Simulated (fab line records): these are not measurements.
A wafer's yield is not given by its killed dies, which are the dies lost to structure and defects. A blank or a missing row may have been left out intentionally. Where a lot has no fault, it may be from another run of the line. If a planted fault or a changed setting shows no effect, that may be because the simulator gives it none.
What tool caused it? | flow n5_finfet | 8 lots, 24 wafers sampled, at 1 step of a route of 1938

## WHAT THE GAUGES SHOWED, per wafer
N5_BEOL_M4_RC_MEAS_101. Usual: DIBL_N 36.4 mV/V, standard deviation 1.2; DIBL_P 36.1 mV/V, standard deviation 1.6; IOFF_N 0.156 nA/um, standard deviation 0.024; IOFF_P 0.21 nA/um, standard deviation 0.031; ION_N 674 uA/um, standard deviation 11; ION_P 463 uA/um, standard deviation 6.9; SS_N 71.5 mV/dec, standard deviation 0.5; SS_P 73.2 mV/dec, standard deviation 0.55; VT_N 250.0 mV, standard deviation 2.9; VT_P -250 mV, standard deviation 3.6.
lot  | measured     | on        | DIBL_N (mV/V)  | DIBL_P (mV/V)  | IOFF_N (nA/um)    | IOFF_P (nA/um) | ION_N (uA/um) | ION_P (uA/um) | SS_N (mV/dec)  | SS_P (mV/dec)  | VT_N (mV)         | VT_P (mV)      | flag
L302 | day 7 22:36  | prober-02 | 37.7 35.5 36.2 | 38.4 36.8 37.6 | 0.178 0.155 0.157 | 0.22 0.20 0.20 | 671 675 679   | 462 464 464   | 72.2 71.2 70.8 | 73.5 72.9 72.7 | 250.2 251.4 250.2 | -250 -251 -252 |
L308 | day 8 23:57  | prober-01 | 36.8 38.0 37.1 | 35.8 36.4 36.3 | 0.182 0.195 0.185 | 0.28 0.28 0.29 | 676 683 681   | 470 467 471   | 71.2 72.1 71.8 | 73.6 74.5 73.5 | 250.4 247.6 247.4 | -245 -242 -243 |
L309 | day 9 03:59  | prober-02 | 34.6 35.2 36.4 | 33.9 35.1 36.3 | 0.136 0.148 0.181 | 0.20 0.22 0.25 | 661 678 688   | 466 468 482   | 70.7 71.2 71.6 | 73.5 73.2 73.9 | 250.5 251.3 246.8 | -249 -247 -246 |
L310 | day 9 11:13  | prober-02 | 38.4 37.3 37.4 | 38.1 38.3 37.4 | 0.182 0.173 0.163 | 0.22 0.21 0.19 | 684 677 683   | 467 461 466   | 71.4 72.0 71.9 | 73.2 72.5 73.1 | 248.8 247.9 249.7 | -250 -248 -249 |
L311 | day 10 06:21 | prober-02 | 39.1 37.1 38.8 | 38.8 35.5 38.1 | 0.219 0.158 0.207 | 0.26 0.21 0.25 | 698 676 698   | 476 466 471   | 72.2 71.5 71.7 | 73.5 73.5 73.9 | 243.5 249.8 244.3 | -246 -249 -246 |
L314 | day 10 11:17 | prober-01 | 34.6 34.1 36.6 | 32.7 32.2 35.1 | 0.127 0.117 0.156 | 0.18 0.17 0.21 | 661 660 678   | 454 453 460   | 71.4 71.3 71.4 | 72.3 72.0 73.0 | 255.9 255.5 250.3 | -252 -253 -249 |
L320 | day 12 19:10 | prober-01 | 33.6 34.9 34.4 | 34.5 36.2 35.3 | 0.101 0.126 0.112 | 0.16 0.18 0.17 | 653 663 657   | 455 460 457   | 70.5 71.2 70.8 | 73.0 72.9 72.4 | 258.6 253.7 257.3 | -256 -254 -256 |
L322 | day 12 20:18 | prober-02 | 34.0 34.5 34.4 | 34.0 35.2 33.8 | 0.129 0.134 0.120 | 0.18 0.20 0.18 | 667 670 660   | 467 467 459   | 71.0 71.1 70.2 | 73.1 72.5 72.6 | 252.9 249.4 251.6 | -249 -250 -250 |

## TOOL THAT RAN EACH LOT (tool first, then ch and the chambers of the sampled wafers, then the start)
No process step before these readings appears in the record.

## AS READ BY THE TOOLS THEMSELVES (means over the sampled wafers that have a number; for cases with no such wafer, the mark the record gives instead)
The record holds no such reading with a usual standard deviation.

## THE ANSWER, worked out from the rows above alone
Rule: a lot is off if the mean of its wafers that have a number lies more than 3 standard deviations from the usual mean. Also off: a lot with no number at a reading for which 4 or more lots have one. The other lots that the step has rows for count as sound. First the gauges in route order, then the tools' own readings, where a lot's mean is used as printed above. At the first step where some lot is off, the reading lying furthest off is the one used; lots without a number count as furthest.
None of the lots is off at any reading shown; this tells nothing.

## WHAT HAD BEEN PUT IN BY THE SIMULATOR
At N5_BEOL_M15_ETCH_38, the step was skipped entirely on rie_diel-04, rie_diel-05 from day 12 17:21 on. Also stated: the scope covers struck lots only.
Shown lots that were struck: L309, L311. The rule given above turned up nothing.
